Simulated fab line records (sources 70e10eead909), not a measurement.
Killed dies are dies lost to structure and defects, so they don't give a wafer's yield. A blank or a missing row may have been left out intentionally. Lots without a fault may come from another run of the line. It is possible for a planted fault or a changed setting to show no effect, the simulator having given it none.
Struck lot and sound lot, side by side -- flow nand-harc -- 14 out of 1159 route steps
Sound: the wafers L767.1, L767.3, L767.5. The struck wafers were L777.2, L777.4, L777.5. The cause is given at the end.
Per side, at each step with rows, come the tool, then ch with its chambers, and then its first start. Under that, the readings that differ: sound wafers -- struck wafers -- difference of the means -- sigmas: that difference in standard deviations of wafers without a fault.
alike: readings with means less than 2 such deviations apart, plus words and numbers identical on both sides. not compared: withheld readings, readings lacking a value on some wafer, bounds such as >300 that could conceal the same value, and numbers that have no deviation in the record and whose values overlap.
Wherever a step has rows on one side only, a row that says differs or no value, or a row with sigmas, the two part there. When numbers do not overlap yet have no deviation, they are printed without sigmas and do not part them. A reading that every wafer of one side lacks parts them only if that side has two wafers or more.

NHARC_A_ONON_D1_THK_MEAS_21: measures by ellipsometry.
  sound on film-metro-02 at day 8 15:22; struck on film-metro-02 at day 11 02:40
  alike: thk-nm
following that, 1 step holds no rows for these wafers, namely NHARC_A_ONON_D1_DEP_22 (target thickness 1000 nm).
NHARC_A_ONON_D1_THK_MEAS_24: measures by ellipsometry.
  sound on film-metro-01 at day 8 15:56; struck on film-metro-01 at day 11 03:14
  alike: thk-nm
following that, 1 step holds no rows for these wafers, namely NHARC_A_ONON_D1_DEP_25 (target thickness 1000 nm).
NHARC_A_ONON_D1_THK_MEAS_27: measures by ellipsometry.
  sound on film-metro-01 at day 8 16:31; struck on film-metro-02 at day 11 03:48
  alike: thk-nm
following that, 1 step holds no rows for these wafers, namely NHARC_A_ONON_D1_DEP_28 (target thickness 1000 nm).
NHARC_A_ONON_D1_THK_MEAS_30: measures by ellipsometry.
  sound on film-metro-01 at day 8 17:04; struck on film-metro-02 at day 11 04:23
  alike: thk-nm
NHARC_A_ONON_D1_DEP_33: deposits SiO2, target thk 200 nm.
  sound on pecvd-01 ch 0,1, day 8 17:08; struck on pecvd-03 ch 0,1,2, day 11 04:32
  alike: chamber-pressure-Torr, flow-sccm, heater-power-w, rf-fwd-power-W, throttle-valve-pct
NHARC_A_ONON_D1_THK_MEAS_34: measures by ellipsometry.
  sound on film-metro-01 at day 8 17:33; struck on film-metro-01 at day 11 04:51
  alike: thk-nm
NHARC_A_ONON_D1_INSPECT_32:
  sound on defect-inspect-02 at day 8 17:37; struck on defect-inspect-01 at day 11 04:56
  alike: raw-defect-count
NHARC_A_CHANNEL_HOLE_D1_DEP_00: deposits aC, target thk 3100 nm.
  sound on acl-dep-01 ch 0, day 8 17:41; struck on acl-dep-01 ch 0, day 11 05:19
  alike: throttle-valve-pct
  not compared: susceptor-temp-C
NHARC_A_CHANNEL_HOLE_D1_DEP_01: deposits SiON, target thk 140 nm.
  sound on pecvd-03 ch 0,2, day 8 19:34; struck on pecvd-04 ch 0,1, day 11 06:58
  no value came back on the struck wafers for chamber-pressure-Torr (Torr), heater-power-outer-w (W), heater-power-w (W), rf-fwd-power-W (W); on the sound wafers chamber-pressure-Torr (Torr) reads 3.493 3.513 3.498
then, 1 step without rows for these wafers: NHARC_A_CHANNEL_HOLE_D1_DEHYDRATE_02 (time 120 s).
-- the record jumps here: 11 days lie between the struck wafers' starts before and after (it left off in module A_CHANNEL_HOLE_D1 and takes up again in module END, whose first step shown is number 1159 of the route) --
NHARC_END_SORT_01:
  sound on prober-01 ch 0, day 20 13:19; struck on prober-01 ch 0, day 22 05:15
reading,sound,struck,difference,sigmas
hold,- - -,await-dispo/4.4h/scrap await-dispo/4.4h/scrap await-dispo/4.4h/scrap,no value on the sound wafers,
killed-at-array,16 28 23,675 667 669,+648,+81
killed-at-other,0 0 1,1 6 4,+3,+3
killed-dies,18 29 28,677 677 677,+652,+74
  alike: killed-at-periphery, killed-open, killed-short

== WHERE THEY PART ==
First at NHARC_A_CHANNEL_HOLE_D1_DEP_01; last, within this record, at NHARC_END_SORT_01.

WHY: whatever the simulator had introduced
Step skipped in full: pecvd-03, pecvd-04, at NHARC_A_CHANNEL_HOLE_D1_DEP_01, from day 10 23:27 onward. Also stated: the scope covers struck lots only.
